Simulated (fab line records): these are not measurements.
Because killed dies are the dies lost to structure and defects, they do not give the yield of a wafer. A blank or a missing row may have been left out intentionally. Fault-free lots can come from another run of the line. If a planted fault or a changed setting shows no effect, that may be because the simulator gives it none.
fab line records ; flow nand_harc
record: lots: 13; wafers: 39; last_day: 24
route steps=1159 shown A_BONDPAD@1073 THIN_TSV@1119
lots with no fault: from the same line, run without faults
start_h: hours from the record's first day to the start of the lot's first wafer shown ; wait_h: hours from the lot's prior step to this one ; " identical to the entry in the row above ; L1.1+2: a row that stands for several wafers ; - value missing, or start not given ; * or withheld: withheld ; < > ~ a bound
route shown NAME@n: names a module that has steps shown in the file, with the first one's number in the route ; usual: mean/standard deviation of fault-free wafers ; same: alike in all rows ; chamber/n: place in a boat ; sites: each site's reading ; _std_site: the values' standard deviation ; _edge_site: mean of outer sites minus mean of inner sites ; radius_mm: for every site, how far away it sits from the centre of the wafer ; mask NAME#n: copy n ; behind: the last tool/chamber to shape the wafer ; hold: what put the lot on hold/how long, in hours/how the hold closed ; device: the transistor (n, p or np) that didn't switch ; end of line: the same wafers' tests at the end of the route ; for a step that has no rows: nothing shown but its recipe ; killed: dies lost to structure and defects at the first sort, not the wafer's yield ; map: a wafer's dies, x killed, . not, _ none there
set.NAME: the setting the step ran with; set.NAME@STEP: the setting that earlier step ran with ; model.NAME: the simulator's own value behind a step, which no gauge read
steps of the route over a sample of lots; a table a step, a row a wafer
services: from which hour (start_h, from the record's first day; less than 0 if before it) a tool's chamber was out of use, for how many hours, and why
== steps ==
step: NHARC_A_BONDPAD_OVL_MEAS_35
usual: overlay_x_nm: 1/6.4; overlay_y_nm: 4/5.7
lot.wafer;tool;chamber;start_h;wait_h;overlay_x_nm;overlay_y_nm
L124.1;overlay-02;-;414.06;-;-4;-1
L124.3;overlay-02;-;414.06;-;-4;0
L124.5;overlay-02;-;414.06;-;-4;0
L123.1;overlay-02;-;414.57;-;1;8
L123.2;overlay-02;-;414.57;-;1;8
L123.6;overlay-02;-;414.57;-;1;8
L125.2;overlay-02;-;423.66;-;3;-7
L125.3;overlay-02;-;423.66;-;3;-7
L125.5;overlay-02;-;423.66;-;3;-6
L126.2;overlay-02;-;423.93;-;0;0
L126.4;overlay-02;-;423.93;-;0;0
L126.5;overlay-02;-;423.93;-;0;0
L127.2;overlay-02;-;431.95;-;7;11
L127.5;overlay-02;-;431.95;-;6;12
L127.6;overlay-02;-;431.95;-;6;11
L128.3;overlay-02;-;442.04;-;-9;6
L128.4;overlay-02;-;442.04;-;-9;5
L128.5;overlay-02;-;442.04;-;-9;5
L129.1;overlay-01;-;448.74;-;14;2
L129.4;overlay-01;-;448.74;-;14;2
L129.5;overlay-01;-;448.74;-;13;3
L137.2;overlay-02;-;509.78;-;3;1
L137.4;overlay-02;-;509.78;-;3;2
L137.5;overlay-02;-;509.78;-;3;2
L140.1;overlay-02;-;523.56;-;-7;-3
L140.2;overlay-02;-;523.56;-;-7;-4
L140.5;overlay-02;-;523.56;-;-7;-3
L141.1;overlay-01;-;526.67;-;0;6
L141.3;overlay-01;-;526.67;-;0;6
L141.4;overlay-01;-;526.67;-;0;5
L142.2;overlay-02;-;533.31;-;3;0
L142.4;overlay-02;-;533.31;-;3;1
L142.5;overlay-02;-;533.31;-;3;0
L144.2;overlay-01;-;537.07;-;11;3
L144.5;overlay-01;-;537.07;-;11;3
L144.6;overlay-01;-;537.07;-;11;4
L145.1;overlay-01;-;547.56;-;-11;10
L145.3;overlay-01;-;547.56;-;-10;9
L145.5;overlay-01;-;547.56;-;-10;10
step: NHARC_A_BONDPAD_DEGAS_25
recipe: temp_c: 300; time_s: 60
usual: heater_power_w: 456/31
lot.wafer;tool;chamber;start_h;wait_h;heater_power_w
L124.3;pvd_sputter-03;-;415.14;-;488
L124.1;pvd_sputter-03;-;415.14;-;465
L124.5;pvd_sputter-03;-;415.14;-;472
L123.2;pvd_sputter-02;-;415.66;-;468
L123.1;pvd_sputter-02;-;415.66;-;436
L123.6;pvd_sputter-02;-;415.66;-;439
L125.3;pvd_sputter-02;-;424.75;-;442
L125.2;pvd_sputter-02;-;424.75;-;408
L125.5;pvd_sputter-02;-;424.75;-;465
L126.4;pvd_sputter-01;-;425.23;-;521
L126.2;pvd_sputter-01;-;425.23;-;456
L126.5;pvd_sputter-01;-;425.23;-;539
L127.2;pvd_sputter-02;-;433.06;-;472
L127.5;pvd_sputter-02;-;433.06;-;449
L127.6;pvd_sputter-02;-;433.06;-;467
L128.4;pvd_sputter-01;-;443.33;-;439
L128.3;pvd_sputter-01;-;443.33;-;459
L128.5;pvd_sputter-01;-;443.33;-;463
L129.4;pvd_sputter-02;-;449.80;-;437
L129.1;pvd_sputter-02;-;449.80;-;441
L129.5;pvd_sputter-02;-;449.80;-;442
L137.2;pvd_sputter-03;-;510.87;-;469
L137.4;pvd_sputter-03;-;510.87;-;494
L137.5;pvd_sputter-03;-;510.87;-;436
L140.1;pvd_sputter-02;-;525.18;-;406
L140.2;pvd_sputter-02;-;525.18;-;439
L140.5;pvd_sputter-02;-;525.18;-;466
L141.1;pvd_sputter-01;-;527.77;-;444
L141.4;pvd_sputter-01;-;527.77;-;481
L141.3;pvd_sputter-01;-;527.77;-;448
L142.4;pvd_sputter-03;-;534.59;-;479
L142.2;pvd_sputter-03;-;534.59;-;424
L142.5;pvd_sputter-03;-;534.59;-;477
L144.2;pvd_sputter-02;-;538.19;-;424
L144.5;pvd_sputter-02;-;538.19;-;441
L144.6;pvd_sputter-02;-;538.19;-;462
L145.3;pvd_sputter-03;-;548.73;-;456
L145.1;pvd_sputter-03;-;548.73;-;497
L145.5;pvd_sputter-03;-;548.73;-;459
step: NHARC_THIN_TSV_ETCH_44
recipe: target_depth_a: 15942; time_s: 797.1; cf4_flow_sccm: 150; o2_flow_sccm: 10; ar_flow_sccm: 0; rf_w: 300; bias_w: 800; chemistry: CF4/O2
usual: bias_w: 800.1/2.3; drypump_motor_current_A: 5.65/0.3; oes_product_au: 0.999/0.0098; rf_fwd_power_W: 299.5/0.88; rf_vpp_V: 794/5.7; showerhead_plenum_p_Torr: 1.83/0.09; throttle_valve_pct: 16.913/0.0098
lot.wafer;tool;chamber;start_h;wait_h;bias_w;drypump_motor_current_A;oes_product_au;rf_fwd_power_W;rf_hours_counter_h;rf_vpp_V;showerhead_plenum_p_Torr;throttle_valve_pct
L123.1;rie_diel-10;1;431.23;0.1;803.1;5.91;1.005;300.3;5;801;1.94;16.911
L123.2;rie_diel-10;0;431.23;0.1;797.5;5.66;1.002;299.6;6;789;1.76;16.901
L123.6;rie_diel-10;1;431.23;0.1;799.4;5.90;1.015;299.3;-;802;1.94;16.895
L124.3;rie_diel-11;0;432.36;0.1;799.6;5.43;1.006;297.5;7;788;1.73;16.914
L124.1;rie_diel-11;2;432.36;0.1;801.2;5.60;1.004;299.5;8;793;1.82;16.917
L124.5;rie_diel-11;0;432.36;0.1;798.1;5.50;0.999;299.0;-;787;1.73;16.906
L125.3;rie_diel-07;2;439.28;0.1;798.0;5.38;0.989;298.6;1;802;1.96;16.914
L125.2;rie_diel-07;3;439.28;0.1;804.8;5.42;0.996;300.3;1;789;1.74;16.896
L125.5;rie_diel-07;3;439.28;0.1;799.3;5.41;0.986;300.8;-;788;1.74;16.934
L126.2;rie_diel-07;2;440.43;0.1;800.8;5.36;1.001;300.4;2;802;1.96;16.919
L126.4;rie_diel-07;3;440.43;0.1;802.6;5.38;0.996;301.1;2;788;1.74;16.910
L126.5;rie_diel-07;2;440.43;0.1;799.2;5.40;1.000;300.5;-;802;1.96;16.923
L127.2;rie_diel-11;0;449.49;0.2;798.1;5.45;0.982;300.8;9;788;1.73;16.904
L127.6;rie_diel-11;2;449.49;0.2;797.6;5.59;1.002;299.7;-;793;1.82;16.912
L127.5;rie_diel-11;3;449.49;0.2;797.2;5.66;1.004;301.0;-;787;1.74;16.920
L128.4;rie_diel-07;1;457.67;0.1;802.1;5.25;0.990;299.3;3;802;1.96;16.926
L128.3;rie_diel-07;2;457.67;0.1;801.7;5.38;0.998;300.2;3;804;1.96;16.920
L128.5;rie_diel-07;2;457.67;0.1;799.9;5.36;1.002;300.3;-;803;1.96;16.914
L129.1;rie_diel-11;2;465.81;0.1;799.5;5.58;1.001;298.8;12;793;1.82;16.900
L129.4;rie_diel-11;3;465.81;0.1;799.3;5.65;1.024;299.2;12;788;1.74;16.916
L129.5;rie_diel-11;2;465.81;0.1;798.0;5.62;1.004;298.1;-;794;1.82;16.914
L137.4;rie_diel-11;3;528.67;0.1;798.7;5.62;1.019;298.9;20;789;1.74;16.910
L137.2;rie_diel-11;0;528.67;0.1;802.7;5.49;0.743;178.9;19;789;1.73;16.913
L137.5;rie_diel-11;2;528.67;0.1;799.3;5.62;1.000;299.0;-;793;1.81;16.922
L141.4;rie_diel-10;3;539.95;0.1;800.2;5.23;1.007;298.9;0;798;1.90;16.915
L141.1;rie_diel-10;1;539.95;0.1;800.3;5.92;0.991;299.2;0;802;1.94;16.909
L141.3;rie_diel-10;2;539.95;0.1;797.5;6.30;1.006;298.5;0;802;1.95;16.913
L140.1;rie_diel-10;3;541.15;0.2;794.1;5.25;0.995;301.6;1;798;1.90;16.918
L140.2;rie_diel-10;0;541.15;0.2;798.1;5.65;1.008;299.3;1;789;1.75;16.929
L140.5;rie_diel-10;1;541.15;0.2;800.2;5.89;0.989;299.4;-;801;1.94;16.916
L142.2;rie_diel-07;2;549.19;0.1;796.7;5.38;0.991;298.4;10;803;1.96;16.914
L142.4;rie_diel-07;3;549.19;0.1;801.5;5.38;0.989;301.0;9;789;1.74;16.896
L142.5;rie_diel-07;2;549.19;0.1;798.0;5.40;0.993;299.2;-;802;1.96;16.924
L144.2;rie_diel-10;2;550.37;0.2;800.5;6.29;1.007;301.5;1;802;1.95;16.923
L144.5;rie_diel-10;1;550.37;0.2;796.6;5.92;0.991;299.1;-;800;1.94;16.913
L144.6;rie_diel-10;2;550.37;0.2;799.5;6.27;0.998;301.2;-;801;1.95;16.918
L145.1;rie_diel-07;3;565.33;0.1;803.3;5.40;0.989;299.8;10;788;1.74;16.942
L145.3;rie_diel-07;1;565.33;0.1;801.7;5.26;0.989;298.9;11;802;1.95;16.911
L145.5;rie_diel-07;2;565.33;0.1;795.8;5.40;1.002;300.4;-;801;1.96;16.910
step: NHARC_THIN_TSV_STRIP_62
recipe: power_w: 1500; temp_c: 250; time_s: 20; chemistry: N2/H2
usual: drypump_motor_current_A: 6.01/0.23; heater_power_w: 346/21
lot.wafer;tool;chamber;start_h;wait_h;drypump_motor_current_A;heater_power_w;rf_hours_counter_h
L123.2;plasma_asher-02;0;433.76;-;6.11;386;21
L123.1;plasma_asher-02;1;433.76;-;5.64;341;21
L123.6;plasma_asher-02;1;433.76;-;5.68;330;-
L124.1;plasma_asher-01;0;434.86;-;5.86;344;52
L124.3;plasma_asher-01;1;434.86;-;6.30;339;-
L124.5;plasma_asher-01;0;434.86;-;5.82;355;-
L125.2;plasma_asher-01;1;441.64;-;6.27;330;56
L125.3;plasma_asher-01;0;441.64;-;5.85;347;-
L125.5;plasma_asher-01;1;441.64;-;6.24;330;-
L126.2;plasma_asher-01;0;442.86;-;5.88;350;56
L126.4;plasma_asher-01;1;442.86;-;6.24;336;-
L126.5;plasma_asher-01;1;442.86;-;6.25;342;-
L127.2;plasma_asher-01;1;451.82;-;6.24;331;60
L127.6;plasma_asher-01;1;451.82;-;6.21;341;-
L127.5;plasma_asher-01;0;451.82;-;5.86;347;-
L128.3;plasma_asher-02;0;460.07;-;6.10;387;-
L128.4;plasma_asher-02;1;460.07;-;5.68;337;-
L128.5;plasma_asher-02;1;460.07;-;5.66;338;-
L129.1;plasma_asher-01;0;468.15;-;5.90;318;2
L129.4;plasma_asher-01;1;468.15;-;6.24;349;-
L129.5;plasma_asher-01;0;468.15;-;5.89;332;-
L137.2;plasma_asher-01;1;531.41;-;6.29;349;23
L137.4;plasma_asher-01;1;531.41;-;6.26;348;-
L137.5;plasma_asher-01;1;531.41;-;6.25;346;-
L141.1;plasma_asher-01;1;544.70;-;6.24;350;32
L141.4;plasma_asher-01;1;544.70;-;6.23;355;-
L141.3;plasma_asher-01;0;544.70;-;5.91;325;-
L140.1;plasma_asher-01;1;545.88;-;6.28;351;33
L140.2;plasma_asher-01;0;545.88;-;5.91;336;33
L140.5;plasma_asher-01;0;545.88;-;5.88;333;-
L142.2;plasma_asher-01;1;551.67;-;6.24;340;36
L142.4;plasma_asher-01;0;551.67;-;5.87;328;-
L142.5;plasma_asher-01;1;551.67;-;6.26;339;-
L144.2;plasma_asher-01;0;552.72;-;5.86;334;36
L144.5;plasma_asher-01;1;552.72;-;6.28;349;-
L144.6;plasma_asher-01;0;552.72;-;5.85;329;-
L145.1;plasma_asher-02;0;567.84;-;6.11;390;8
L145.3;plasma_asher-02;0;567.84;-;6.12;396;-
L145.5;plasma_asher-02;0;567.84;-;6.13;399;-
== services ==
tool;chamber;start_h;hours;kind
pvd_sputter-02;-;392.00;10.0;pm
plasma_asher-01;-;396.06;0.7;repair
rie_diel-07;-;405.20;9.0;pm
pvd_sputter-03;-;431.98;2.8;repair
pvd_sputter-01;-;432.26;2.1;repair
rie_diel-10;3;450.96;8.2;repair
pvd_sputter-01;-;453.29;1.1;repair
plasma_asher-01;-;453.58;9.0;pm
plasma_asher-01;0;453.58;9.0;vent_cycle
plasma_asher-01;1;453.58;9.0;vent_cycle
pvd_sputter-03;-;458.00;10.0;pm
plasma_asher-01;0;462.58;-;clean
plasma_asher-01;1;462.58;-;clean
rie_diel-10;1;477.99;6.5;repair
pvd_sputter-03;-;489.02;4.4;repair
pvd_sputter-01;-;507.57;6.3;repair
pvd_sputter-01;-;514.07;10.0;pm
rie_diel-11;3;515.69;4.0;repair
rie_diel-10;2;526.71;3.1;repair
rie_diel-10;-;530.50;9.0;pm
rie_diel-07;1;531.50;4.5;repair
plasma_asher-02;-;537.00;9.0;pm
pvd_sputter-01;-;539.15;4.2;repair
rie_diel-11;-;543.63;9.0;pm
== key ==
first_sign: step: NHARC_THIN_TSV_ETCH_44; reading: rf_fwd_power_W; direction: down; sigmas: 99+; usual: *; struck: *
effect: step: NHARC_THIN_TSV_ETCH_44; reading: oes_product_au; direction: down; sigmas: 26; usual: 0.999; struck: 0.743
met_at NHARC_THIN_TSV_ETCH_44
struck_lots L137
struck_wafers L137.2
later_rows_left_out L137.2
sort_left_out L137.2
not_acting_at NHARC_A_BONDPAD_OVL_MEAS_35,NHARC_A_BONDPAD_DEGAS_25,NHARC_THIN_TSV_STRIP_62
onset_between 449.49 528.67
fault: kind: process_parameter_drift; tool: rie_diel-11; chamber: 0; onset_h: 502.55; steps: NHARC_THIN_TSV_ETCH_44; channel: rf_w; offset: *; shape: step; end_h: 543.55; acts_in: *; stated: *
sort_left_out: the simulated sort isn't trusted on such a fault, so these wafers' sort isn't shown, and their yield isn't known
later_rows_left_out: the simulator's readings of these wafers behind a module that went badly wrong aren't trusted and aren't shown, but for the sort
